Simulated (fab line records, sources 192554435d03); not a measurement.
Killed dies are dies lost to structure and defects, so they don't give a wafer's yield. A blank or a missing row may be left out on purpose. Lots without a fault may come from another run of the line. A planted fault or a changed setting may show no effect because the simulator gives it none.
Chamber matching | flow n5_finfet | N5_BEOL_M0_CO_CAP_123 on cvd_co-02: 3 sister chambers
The step material Co, precursor CCTBA/H2, target thk 2 nm, time 102.1 s. 14 wafers are shown with their chamber, then 7 later ones without.

WAFERS WITH THEIR CHAMBER
wafer  | chamber | heater_power_w (W) | susceptor_temp_C (C)
L645.2 | 0       | 247                | 199.67
L645.4 | 1       | 245                | 199.99
L645.5 | 0       | 240                | 199.80
L649.1 | 0       | 245                | 200.34
L649.2 | 2       | 251                | 199.97
L649.6 | 1       | 255                | 200.21
L648.2 | 0       | 246                | 199.96
L648.3 | 2       | 251                | 200.06
L648.4 | 1       | 254                | 200.26
L650.3 | 1       | 249                | 199.96
L650.4 | 1       | 265                | 200.09
L650.6 | 2       | 256                | 199.84
L655.1 | 2       | 247                | 200.08
L655.3 | 1       | 255                | 200.07

SIGNATURES (means of the wafers above)
reading          | chamber 0 | chamber 1 | chamber 2 | scatter within a chamber
heater_power_w   | 244.50    | 253.83    | 251.25    | 5.21
susceptor_temp_C | 199.9425  | 200.0967  | 199.9875  | 0.181
Rule: a wafer's distance from a chamber is the root of the sum, over the readings, of the square of ((its reading less the chamber's mean) divided by the reading's scatter). The wafer belongs to the nearest chamber; if the next one is less than 2 further off, it can't be placed. The scatter: the root of (the sum of the squares of (reading less its chamber's mean) over the shown wafers, divided by (wafers less chambers)).

WAFERS WITHOUT THEIR CHAMBER
wafer  | heater_power_w (W) | susceptor_temp_C (C)
L655.6 | 251                | 199.95
L658.1 | 254                | 199.95
L658.3 | 258                | 199.94
L658.5 | 256                | 200.16
L663.1 | 248                | 200.08
L663.4 | 250                | 200.19
L663.5 | 249                | 199.99

WHICH CHAMBER EACH WENT THROUGH
wafer  | from the rows above          | in truth
L655.6 | can't be placed: 2 or 1 or 0 | 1
L658.1 | can't be placed: 2 or 1 or 0 | 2
L658.3 | can't be placed: 1 or 2 or 0 | 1
L658.5 | can't be placed: 1 or 2 or 0 | 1
L663.1 | can't be placed: 2 or 0 or 1 | 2
L663.4 | can't be placed: 1 or 2 or 0 | 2
L663.5 | can't be placed: 2 or 0 or 1 | 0
Placed correctly: 0 of 7. Can't be placed from these rows: 7 (the true chamber is among the candidates in 7). Placed wrongly: 0.
